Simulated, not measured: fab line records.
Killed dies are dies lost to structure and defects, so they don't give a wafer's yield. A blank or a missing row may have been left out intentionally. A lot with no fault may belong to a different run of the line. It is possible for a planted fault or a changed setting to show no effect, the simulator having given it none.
Matching of chambers | flow n5-finfet | N5_FIN_SAQP_PECVD_48 on pecvd-04: 3 sister chambers
The step deposits SiNx from SiH4/NH3/N2, target thk 25 nm, time 22.1 s. 16 wafers are shown with their chamber, then 8 later ones without.

WAFERS PAIRED WITH THEIR CHAMBERS
wafer  | chamber | showerhead-plenum-p-Torr (Torr) | throttle-valve-pct (%) | heater-power-w (W)
L082.1 | 1       | 5.04                            | 40.1                   | 943
L082.4 | 2       | 5.20                            | 38.4                   | 671
L082.5 | 1       | 5.05                            | 40.2                   | 949
L086.1 | 0       | 5.12                            | 41.9                   | 692
L086.2 | 2       | 5.19                            | 38.4                   | 622
L086.5 | 2       | 5.20                            | 38.5                   | 637
L087.1 | 1       | 5.05                            | 40.1                   | 909
L087.2 | 0       | 5.12                            | 41.9                   | 781
L087.3 | 2       | 5.19                            | 38.8                   | 628
L088.1 | 2       | 5.20                            | 38.6                   | 642
L088.2 | 0       | 5.11                            | 41.5                   | 817
L088.6 | 0       | 5.11                            | 41.1                   | 821
L089.1 | 0       | 5.12                            | 41.2                   | 711
L089.2 | 1       | 5.05                            | 40.5                   | 847
L089.4 | 1       | 5.06                            | 40.1                   | 848
L091.1 | 2       | 5.20                            | 38.6                   | 615

SIGNATURES (averages over the wafers above)
reading                  | chamber 0 | chamber 1 | chamber 2 | scatter within a chamber
showerhead-plenum-p-Torr | 5.1160    | 5.0500    | 5.1967    | 0.00591
throttle-valve-pct       | 41.520    | 40.200    | 38.550    | 0.249
heater-power-w           | 764.40    | 899.20    | 635.83    | 44.8
Rule: for each reading, subtract the chamber's mean from the wafer's reading, divide by that reading's scatter and square the result; add these up over the readings and take the root, which gives the wafer's distance from the chamber. If the next closest chamber is less than 2 further off than the closest, the wafer can't be placed; otherwise it belongs to the closest. The scatter is the square root of a quotient: the sum, over the shown wafers, of each reading's squared deviation from its chamber's mean, divided by wafers minus chambers.

WAFERS WITHOUT THEIR CHAMBER
wafer  | showerhead-plenum-p-Torr (Torr) | throttle-valve-pct (%) | heater-power-w (W)
L091.2 | 5.12                            | 41.4                   | 746
L091.3 | 5.06                            | 40.1                   | 873
L094.4 | 5.11                            | 41.4                   | 823
L094.5 | 5.11                            | 41.3                   | 831
L094.6 | 5.05                            | 40.0                   | 896
L096.1 | 5.12                            | 41.6                   | 745
L096.2 | 5.19                            | 38.9                   | 585
L096.5 | 5.06                            | 40.1                   | 853

CHAMBER TAKEN BY EACH
wafer  | from the rows above | in truth
L091.2 | 0                   | 0
L091.3 | 1                   | 1
L094.4 | 0                   | 0
L094.5 | 0                   | 0
L094.6 | 1                   | 1
L096.1 | 0                   | 0
L096.2 | 2                   | 2
L096.5 | 1                   | 1
8 of 8 placed correctly. From these rows, 0 cannot be placed. Number placed wrongly: 0.
